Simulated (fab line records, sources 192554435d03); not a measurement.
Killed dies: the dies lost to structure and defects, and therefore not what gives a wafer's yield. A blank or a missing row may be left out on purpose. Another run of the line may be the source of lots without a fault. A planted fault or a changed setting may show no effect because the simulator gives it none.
Which tool is to blame? ; flow n5_finfet ; 11 lots, 33 wafers sampled, at 1 step of a route of 1938

## WHAT THE GAUGES READ, wafer by wafer
N5_BEOL_M11_INSPECT_58: inspects for defects (darkfield).
lot;measured;on;raw_defect_count
L074;day 12 15:33;defect_inspect-02;88 40 60
L077;day 13 12:24;defect_inspect-01;72 103 46
L080;day 13 22:17;defect_inspect-02;69 58 72
L083;day 14 08:35;defect_inspect-01;132 92 97
L084;day 15 06:49;defect_inspect-01;87 90 111
L087;day 15 12:15;defect_inspect-02;65 88 68
L085;day 15 23:11;defect_inspect-01;94 95 55
L093;day 16 08:47;defect_inspect-01;52 37 86
L092;day 17 08:40;defect_inspect-02;104 82 95
L095;day 17 20:23;defect_inspect-01;66 124 83
L097;day 19 01:38;defect_inspect-02;91 86 66

## EACH LOT AND THE TOOL THAT RAN IT (in order: tool; ch and the chambers of the sampled wafers; start)
The record shows no process step preceding these readings.

## THE ANSWER, worked out from the rows above alone
Rule: the usual values come from the lots themselves. Put in order of their means at a reading, lots are off if they are a third of the lots or fewer, leave a main group of 4 or more, and stand apart from it by a gap of 3 or more times the standard deviation of the main group's means; of several such gaps the widest counts. A main group whose means are all the same, to the digits that the tables above print for the reading, isn't used. A lot without any number at a reading at which 4 lots or more have one is off too. Any other lot the step has rows for is counted as sound.
None of the lots is off at any reading shown; this tells nothing.

## WHAT THE SIMULATOR HAD PUT IN
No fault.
